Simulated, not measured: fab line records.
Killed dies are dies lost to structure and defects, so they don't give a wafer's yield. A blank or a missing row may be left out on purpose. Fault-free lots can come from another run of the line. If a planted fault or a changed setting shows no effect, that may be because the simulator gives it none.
fab line records	flow n5-finfet
[record] lots = 9	wafers = 25	last-day = 17
route steps=1938 shown DUMMY_GATE@240 BEOL_M4@1111
lots untouched by any fault: they come from a run of this same line in which no faults occurred
start-h: the number of hours between the record's first day and the start of the first shown wafer of the lot	wait-h: hours since the lot's step before	" as in the row above	L1.1+2: a single row standing in for several wafers	- no value, or no start was given	* or withheld: withheld	< > ~ a bound
route shown NAME@n: a module of which the file shows steps, and the number in the route of the first	usual: mean/standard deviation of fault-free wafers	same: alike in all rows	chamber/n: place in a boat	sites: each site's reading	_std_site: how widely they spread, as a standard deviation	_edge_site: the outer-site mean with the inner-site mean subtracted	radius-mm: for every site, how far away it sits from the centre of the wafer	mask NAME#n: copy n	behind: the tool/chamber that last shaped the wafer	hold: reason for holding the lot/hours on hold/outcome of the hold	device: names the non-switching transistor (n, p or np)	end of line: at the end of the route, the tests of the same wafers	where a step has no rows: the recipe by itself	killed: count of dies lost to structure and defects at first sort (not the wafer's yield)	map: a wafer's dies, x killed, . not, _ none there
set.NAME: the setting the step ran with; set.NAME@STEP: the setting that earlier step ran with	model.NAME: the simulator's own value behind a step, which no gauge read
one table for each step of the route and one row for each wafer, over a sample of lots
services: from which hour (start-h, from the record's first day; less than 0 if before it) a tool's chamber was out of use, for how many hours, and why
[[steps]]
[step N5_DUMMY_GATE_TRIM_49]
[recipe] chemistry = O2	resist = SOC	time-s = 29	target-cd-nm = 14	source-power-w = 300	bias-power-w = 0	O2_flow_sccm = 100	temp-c = 20
[usual] drypump-motor-current-A = 5.7/0.45	he-backside-leak-sccm = 2.72/0.25	oes-product-au = 1.002/0.018	throttle-valve-pct = 8.12/0.17
lot.wafer	tool	chamber	start-h	wait-h	drypump-motor-current-A	he-backside-leak-sccm	oes-product-au	rf-hours-counter-h	throttle-valve-pct
L110.3	rie-si-06	3	76.15	0.0	5.9	2.52	1.012	162	8.32
L110.5	"	1	"	"	5.1	3.08	0.987	-	7.99
L110.6	"	0	"	"	5.6	2.78	0.996	-	7.93
L113.2	rie-si-06	2	93.60	0.0	5.3	2.55	1.041	104	7.96
L113.3	"	0	"	"	5.7	2.91	0.996	3	7.93
L113.6	"	0	"	"	5.6	2.82	0.990	-	7.94
L114.2	rie-si-05	1	100.10	0.0	5.4	2.83	0.994	198	8.32
L114.5	"	3	"	"	6.5	2.52	0.998	-	8.23
L114.6	"	2	"	"	5.4	2.91	1.004	-	8.04
L118.1	rie-si-02	3	131.91	0.0	5.5	2.90	0.971	178	8.25
L118.4	"	0	"	"	5.8	3.54	0.998	141	8.16
L118.5	"	0	"	"	5.7	3.51	0.993	-	8.15
L119.2	rie-si-02	0	135.63	0.0	5.7	3.22	0.999	141	8.16
L119.5	"	0	"	"	5.7	3.63	1.002	-	8.15
L119.6	"	1	"	"	5.7	2.36	1.030	-	7.80
L121.2	rie-si-05	1	150.38	0.0	5.4	2.52	1.016	0	8.10
L121.4	"	1	"	"	5.4	2.50	1.015	-	8.06
L121.5	"	2	"	"	5.4	2.90	1.009	-	8.04
L122.2	rie-si-05	2	154.26	0.0	5.4	2.85	0.995	52	8.04
L122.6	"	2	"	"	5.4	2.79	0.998	-	8.02
L123.4	rie-si-05	2	154.92	0.1	5.4	2.84	1.004	-	8.03
L123.6	"	3	"	"	6.6	2.71	1.015	-	8.23
L124.1	rie-si-05	2	162.17	0.0	5.4	2.87	0.992	52	8.05
L124.2	"	1	"	"	5.4	2.39	1.000	1	8.06
L124.6	"	2	"	"	5.4	2.79	0.997	-	8.06
[step N5_DUMMY_GATE_ETCH_31]
[recipe] chemistry = C4F6/O2	target = SiO2	mask-material = SOC	target-depth-a = 825	time-s = 27.5	ion-energy-ev = 250	pressure-mtorr = 30	source-w = 345	bias-w = 185	Ar_flow_sccm = 300	C4F6_flow_sccm = 10	O2_flow_sccm = 10
[usual] drypump-motor-current-A = 5.6/0.42	oes-product-au = 0.77/0.084	rf-vpp-V = 662/12	showerhead-plenum-p-Torr = 2.82/0.098	throttle-valve-pct = 21.05/0.21
lot.wafer	tool	chamber	start-h	wait-h	drypump-motor-current-A	oes-product-au	rf-hours-counter-h	rf-vpp-V	showerhead-plenum-p-Torr	throttle-valve-pct
L110.3	rie-diel-03	1	76.35	0.0	6.3	0.72	207	675	2.94	21.52
L110.5	"	0	"	"	6.0	0.70	-	653	2.80	20.81
L110.6	"	1	"	"	6.3	0.73	-	674	2.94	21.51
L113.2	rie-diel-04	2	94.04	0.1	6.2	0.92	23	669	2.93	20.77
L113.3	"	1	"	"	5.6	0.78	118	652	2.63	20.87
L113.6	"	1	"	"	5.6	0.79	-	653	2.63	20.88
L114.2	rie-diel-04	1	100.30	0.0	5.7	0.78	120	654	2.63	20.87
L114.5	"	0	"	"	5.8	0.71	-	665	2.80	21.27
L114.6	"	1	"	"	5.7	0.77	-	653	2.63	20.85
L118.1	rie-diel-01	3	132.11	0.0	5.6	0.77	135	680	2.98	21.01
L118.4	"	1	"	"	5.8	0.87	59	645	2.79	20.91
L118.5	"	2	"	"	5.2	0.80	-	672	2.75	21.01
L119.2	rie-diel-04	0	135.82	0.0	5.8	0.70	228	663	2.79	21.30
L119.5	"	2	"	"	6.2	0.91	-	673	2.92	20.81
L119.6	"	3	"	"	5.2	0.70	-	651	2.73	21.08
L121.2	rie-diel-03	3	150.76	0.2	5.7	0.68	228	647	2.82	21.31
L121.4	"	3	"	"	5.7	0.68	-	646	2.82	21.32
L121.5	"	0	"	"	6.0	0.68	-	653	2.79	20.83
L122.2	rie-diel-01	2	154.45	0.0	5.2	0.79	125	671	2.75	21.04
L122.6	"	1	"	"	5.8	0.86	-	646	2.79	20.92
L123.4	rie-diel-03	1	155.17	0.1	6.3	0.68	-	675	2.93	21.52
L123.6	"	3	"	"	5.7	0.68	-	645	2.82	21.32
L124.1	rie-diel-04	2	162.58	0.0	6.2	0.88	43	671	2.92	20.80
L124.2	"	3	"	"	5.2	0.69	202	651	2.72	21.06
L124.6	"	1	"	"	5.7	0.77	-	654	2.63	20.90
[step N5_DUMMY_GATE_ETCH_23]
[recipe] chemistry = HBr/Cl2/O2	HBr_flow_sccm = 150	Cl2_flow_sccm = 80	O2_flow_sccm = 12	bias-w = 102	target-depth-a = 410	time-s = 22.3	target = poly-Si	mask-material = SiO2	pressure-mtorr = 10	icp-w = 800
[usual] drypump-motor-current-A = 5.6/0.37	he-backside-leak-sccm = 2.8/0.31	oes-product-au = 1.003/0.021	throttle-valve-pct = 37.2/0.32
lot.wafer	tool	chamber	start-h	wait-h	drypump-motor-current-A	he-backside-leak-sccm	oes-product-au	rf-hours-counter-h	throttle-valve-pct
L110.3	rie-si-02	0	76.63	0.0	5.8	3.7	1.007	140	37.2
L110.5	"	0	"	"	5.7	3.4	1.005	-	37.2
L110.6	"	3	"	"	5.5	2.8	0.980	-	37.1
L113.2	rie-si-02	0	94.32	0.0	5.7	3.5	1.026	140	37.2
L113.3	"	1	"	"	5.7	2.4	1.027	38	36.7
L113.6	"	2	"	"	5.4	2.7	1.014	-	37.1
L114.2	rie-si-02	2	100.58	0.0	5.4	2.6	1.018	178	37.1
L114.5	"	1	"	"	5.7	2.4	1.023	-	36.7
L114.6	"	2	"	"	5.4	2.7	1.011	-	37.1
L118.1	rie-si-06	3	132.39	0.0	5.9	2.4	1.006	163	37.3
L118.4	"	2	"	"	5.3	2.6	1.038	105	37.3
L118.5	"	3	"	"	5.9	2.5	1.000	-	37.3
L119.2	rie-si-06	3	136.10	0.0	5.9	2.5	1.015	163	37.2
L119.5	"	2	"	"	5.3	2.5	1.048	-	37.4
L119.6	"	1	"	"	5.1	2.9	0.980	-	37.3
L121.2	rie-si-06	2	151.04	0.0	5.3	2.5	0.784	105	37.3
L121.4	"	3	"	"	5.9	2.5	1.019	164	37.3
L121.5	"	2	"	"	5.3	2.5	1.049	-	37.4
L122.2	rie-si-06	3	154.73	0.0	5.9	2.5	0.763	164	37.3
L122.6	"	0	"	"	5.6	2.9	0.752	-	36.9
L123.4	rie-si-06	2	155.43	0.0	5.3	2.5	1.043	105	37.3
L123.6	"	3	"	"	5.9	2.6	0.770	-	37.2
L124.1	rie-si-02	0	162.86	0.0	5.7	3.7	1.010	142	37.2
L124.2	"	1	"	"	5.7	2.2	1.013	40	36.7
L124.6	"	0	"	"	5.8	3.6	1.024	-	37.2
[step N5_DUMMY_GATE_ETCH_42]
[recipe] chemistry = CHF3/O2	target = SiO2	target-depth-a = 35	time-s = 31	ion-energy-ev = 30	bias-w = 12	pressure-mtorr = 30	source-w = 600	Ar_flow_sccm = 200	CHF3_flow_sccm = 50	O2_flow_sccm = 5
[usual] drypump-motor-current-A = 5.6/0.44	oes-product-au = 0.76/0.09	rf-vpp-V = 42.4/1.1	showerhead-plenum-p-Torr = 2.40/0.072	throttle-valve-pct = 18.71/0.24
lot.wafer	tool	chamber	start-h	wait-h	drypump-motor-current-A	oes-product-au	rf-hours-counter-h	rf-vpp-V	showerhead-plenum-p-Torr	throttle-valve-pct
L110.3	rie-diel-04	2	76.85	0.0	6.2	0.94	17	42.4	2.48	18.34
L110.5	"	0	"	"	5.7	0.71	-	41.8	2.37	18.95
L110.6	"	1	"	"	5.7	0.78	-	41.8	2.24	18.51
L113.2	rie-diel-03	2	94.54	0.0	5.0	0.70	234	43.3	2.46	18.73
L113.3	"	1	"	"	6.3	0.71	213	43.0	2.49	19.14
L113.6	"	0	"	"	6.0	0.71	-	42.9	2.37	18.50
L114.2	rie-diel-04	1	100.80	0.0	5.7	0.79	120	41.6	2.23	18.56
L114.5	"	2	"	"	6.2	0.93	-	42.6	2.47	18.32
L114.6	"	3	"	"	5.2	0.72	-	43.0	2.31	18.67
L118.1	rie-diel-04	3	132.60	0.0	5.2	0.71	192	42.1	2.31	18.69
L118.4	"	0	"	"	5.8	0.70	228	42.7	2.36	18.98
L118.5	"	3	"	"	5.1	0.71	-	40.6	2.31	18.73
L119.2	rie-diel-01	1	136.32	0.0	5.8	0.88	60	40.9	2.36	18.52
L119.5	"	3	"	"	5.6	0.78	-	42.3	2.52	18.60
L119.6	"	0	"	"	5.0	0.69	-	42.3	2.39	18.94
L121.2	rie-diel-01	3	151.26	0.0	5.6	0.77	142	43.4	2.52	18.63
L121.4	"	3	"	"	5.6	0.77	-	43.5	2.52	18.62
L121.5	"	1	"	"	5.7	0.87	-	42.1	2.36	18.53
L122.2	rie-diel-03	0	154.95	0.0	6.0	0.68	231	40.8	2.36	18.53
L122.6	"	3	"	"	5.7	0.68	-	42.7	2.39	18.93
L123.4	rie-diel-01	3	155.69	0.1	5.6	0.76	-	42.1	2.52	18.63
L123.6	"	1	"	"	5.8	0.86	-	42.4	2.36	18.51
L124.1	rie-diel-03	1	163.08	0.0	6.3	0.69	237	41.9	2.48	19.18
L124.2	"	3	"	"	5.7	0.68	233	41.7	2.38	18.93
L124.6	"	2	"	"	5.0	0.99	-	42.3	2.45	18.35
[step N5_BEOL_M4_RC_MEAS_101]
[usual] DIBL_N = 36.5/1.4	DIBL_P = 36.6/1.9	IOFF_N = 0.167/0.029	IOFF_P = 0.21/0.033	ION_N = 674/12	ION_P = 460/8.9	SS_N = 71.6/0.57	SS_P = 73.4/0.61	VT_N = 249/3.3	VT_P = -250/3.3
lot.wafer	tool	chamber	start-h	wait-h	DIBL_N[mV/V]	DIBL_P[mV/V]	IOFF_N[nA/um]	IOFF_P[nA/um]	ION_N[uA/um]	ION_P[uA/um]	SS_N[mV/dec]	SS_P[mV/dec]	VT_N[mV]	VT_P[mV]
L110.3	prober-01	0	196.11	0.3	35.8	34.7	0.145	0.19	660	451	71.2	73.5	249	-251
L110.5	"	0	"	"	35.5	34.8	0.150	0.20	681	465	71.0	73.2	250	-249
L110.6	"	0	"	"	37.0	36.7	0.172	0.23	667	460	70.9	73.8	248	-248
L113.2	prober-02	0	210.35	0.2	36.2	35.3	0.164	0.18	669	453	72.0	72.7	249	-253
L113.3	"	0	"	"	35.3	35.3	0.157	0.18	678	457	71.5	73.0	248	-253
L113.6	"	0	"	"	37.7	38.0	0.191	0.23	679	467	72.2	74.1	245	-249
L114.2	prober-01	0	214.88	0.2	35.4	34.6	0.153	0.18	678	460	71.9	72.6	250	-254
L114.5	"	0	"	"	37.5	37.5	0.210	0.21	689	465	71.5	73.6	245	-251
L114.6	"	0	"	"	36.1	35.6	0.158	0.18	671	453	71.5	72.5	249	-253
L118.1	prober-02	0	261.62	0.4	36.3	35.4	0.172	0.21	667	456	71.7	74.1	248	-250
L118.4	"	0	"	"	36.7	35.9	0.179	0.22	674	460	71.3	74.2	249	-250
L118.5	"	0	"	"	35.4	33.3	0.136	0.17	656	450	71.5	72.9	255	-254
L119.2	prober-02	0	263.80	0.2	38.3	39.6	0.211	0.29	697	479	71.4	73.7	248	-245
L119.5	"	0	"	"	39.2	40.3	0.215	0.29	685	469	72.0	74.0	246	-244
L119.6	"	0	"	"	35.4	35.6	0.146	0.21	673	468	71.3	72.5	249	-250
L121.2	prober-01	0	268.55	0.2	36.2	35.5	0.125	0.16	655	444	70.9	72.8	256	-257
L121.4	"	0	"	"	40.3	39.6	0.217	0.22	674	453	72.3	74.0	245	-252
L121.5	"	0	"	"	36.8	35.8	0.137	0.16	656	449	71.5	73.3	252	-258
L122.2	prober-02	0	269.37	0.2	35.4	35.5	0.133	0.16	661	445	71.4	72.3	255	-255
L122.6	"	0	"	"	37.3	37.2	0.161	0.19	674	453	72.3	72.9	251	-255
L124.1	prober-02	0	286.76	0.0	35.4	35.2	0.142	0.17	675	463	71.0	72.1	249	-251
L124.2	"	0	"	"	36.2	34.6	0.146	0.16	669	446	71.2	73.0	252	-256
L124.6	"	0	"	"	35.8	35.9	0.151	0.18	684	466	71.3	73.0	252	-254
L123.4	prober-01	0	289.69	0.5	37.9	38.4	0.174	0.24	668	462	72.1	73.4	248	-251
L123.6	"	0	"	"	38.4	38.3	0.178	0.23	657	451	71.8	73.5	250	-251
[[services]]
tool	chamber	start-h	hours	kind
rie-si-02	1	80.68	5.7	repair
rie-diel-04	0	90.90	7.5	repair
rie-si-02	3	92.27	2.7	repair
rie-si-05	1	105.88	-	clean
rie-si-05	1	105.88	23.8	scheduled-down
rie-si-05	1	105.88	23.8	vent-cycle
rie-diel-04	1	136.39	8.7	repair
rie-diel-03	2	142.38	-	clean
rie-diel-03	2	142.38	-	consumable-replace:focus-ring
rie-diel-01	0	144.02	-	clean
rie-diel-01	0	144.02	-	consumable-replace:focus-ring
rie-diel-01	0	144.02	16.1	scheduled-down
rie-diel-01	0	144.02	16.1	vent-cycle
rie-si-05	0	146.12	-	clean
rie-si-05	0	146.12	25.2	scheduled-down
rie-si-05	0	146.12	25.2	vent-cycle
[[key]]
[first-sign] step = N5_DUMMY_GATE_ETCH_23	reading = oes-product-au	direction = down	sigmas = 11	usual = 1.003	struck = 0.767
effect none on later readings
met-at N5_DUMMY_GATE_ETCH_23
struck-lots L121,L122,L123
struck-wafers L121.2,L122.2,L122.6,L123.6
not-acting-at N5_DUMMY_GATE_TRIM_49,N5_DUMMY_GATE_ETCH_31,N5_DUMMY_GATE_ETCH_42
onset-between 136.10 151.04
[fault] kind = process-parameter-drift	tool = rie-si-06	chamber = -	onset-h = 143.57	steps = N5_DUMMY_GATE_ETCH_23	channel = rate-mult	offset = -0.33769	shape = step	end-h = 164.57	scope = struck-wafers-only
